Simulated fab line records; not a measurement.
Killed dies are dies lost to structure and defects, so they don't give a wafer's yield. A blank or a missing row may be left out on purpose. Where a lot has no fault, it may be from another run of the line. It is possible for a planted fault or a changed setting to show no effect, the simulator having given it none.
Matching of chambers -- flow nand harc -- 4 sister chambers for NHARC_P_STI_CMP_21 on cmp-04
The step polishes, t overpolish 20 s, target thk 380.67 nm. 14 wafers are shown with their chamber, then 7 later ones without.

EACH WAFER AND ITS CHAMBER
wafer,chamber,motor current A (A),overpolish run s (s)
L526.1,1,12.6,20.001
L526.4,0,12.3,19.992
L526.5,0,11.7,20.002
L529.1,0,11.7,19.985
L529.4,2,12.3,19.995
L529.6,0,11.9,20.006
L535.2,3,12.1,20.019
L535.5,3,11.6,19.993
L536.2,3,11.5,19.994
L536.6,0,12.3,19.989
L537.4,1,12.7,19.996
L537.5,1,12.8,20.007
L542.3,2,12.5,19.992
L542.4,1,12.7,20.010

SIGNATURES (averages over the wafers above)
reading,chamber 0,chamber 1,chamber 2,chamber 3,scatter within a chamber
motor current A,11.980,12.700,12.400,11.733,0.248
overpolish run s,19.99480,20.00350,19.99350,20.00200,0.00933
Rule: for each reading, subtract the chamber's mean from the wafer's reading, divide by that reading's scatter and square the result; add these up over the readings and take the root, which gives the wafer's distance from the chamber. The wafer belongs to the nearest chamber; if the next one is less than 2 further off, it can't be placed. How the scatter is found: for the shown wafers, subtract from each reading the mean of its chamber, square and add these, divide the total by (wafers less chambers), then take the root.

WAFERS WITHOUT THEIR CHAMBER
wafer,motor current A (A),overpolish run s (s)
L542.6,12.0,19.998
L545.4,12.2,20.011
L545.5,12.2,19.995
L545.6,11.9,19.999
L547.1,11.7,19.998
L547.2,12.5,19.998
L547.3,12.6,20.005

WHICH CHAMBER EACH WENT THROUGH
wafer,from the rows above,in truth
L542.6,can't be placed: 0 or 3 or 2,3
L545.4,can't be placed: 0 or 2 or 3 or 1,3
L545.5,can't be placed: 2 or 0 or 3 or 1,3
L545.6,can't be placed: 0 or 3 or 2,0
L547.1,can't be placed: 3 or 0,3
L547.2,can't be placed: 2 or 1 or 0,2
L547.3,can't be placed: 1 or 2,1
Correctly placed: 0 of 7. Cannot be placed on the basis of these rows: 7; the candidates contain the true chamber in 7. 0 placed wrongly.
